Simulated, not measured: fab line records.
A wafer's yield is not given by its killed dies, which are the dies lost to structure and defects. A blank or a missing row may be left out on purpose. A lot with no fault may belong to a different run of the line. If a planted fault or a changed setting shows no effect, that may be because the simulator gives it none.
Chamber matching	flow n5Finfet	rieDiel-03 running N5_BEOL_M10_STRIP_19: 4 sister chambers
The step strips in O2. 8 wafers are shown with their chamber, then 7 later ones without.

WAFERS PAIRED WITH THEIR CHAMBERS
wafer	chamber	showerheadPlenumPTorr (Torr)	throttleValvePct (%)
L077.2	2	2.06	16.31
L079.1	2	2.05	16.34
L079.5	3	2.08	16.83
L082.1	1	2.14	16.45
L082.4	3	2.08	16.85
L082.5	0	2.20	16.62
L085.3	0	2.20	16.63
L085.4	1	2.14	16.42

WAFERS MISSING THEIR CHAMBER
wafer	showerheadPlenumPTorr (Torr)	throttleValvePct (%)
L085.5	2.20	16.61
L089.1	2.13	16.46
L089.2	2.20	16.64
L089.4	2.20	16.66
L097.2	2.13	16.47
L097.3	2.04	16.42
L097.4	2.07	16.90

WHICH CHAMBER EACH WENT THROUGH
wafer	from the rows above	in truth
L085.5	0	0
L089.1	1	1
L089.2	0	0
L089.4	0	0
L097.2	1	1
L097.3	2	2
L097.4	3	3
Placed correctly: 7 of 7. Number that these rows cannot place: 0. Wrongly placed: 0.
How it was worked out, from the rows above alone: a wafer's distance from a chamber is the root of the sum, over the readings, of the square of ((its reading less the chamber's mean) divided by the reading's scatter). The wafer belongs to the nearest chamber; if the next one is less than 2 further off, it can't be placed. The mean given for a chamber averages the wafers shown for that chamber. How the scatter is found: for the shown wafers, subtract from each reading the mean of its chamber, square and add these, divide the total by (wafers less chambers), then take the root.
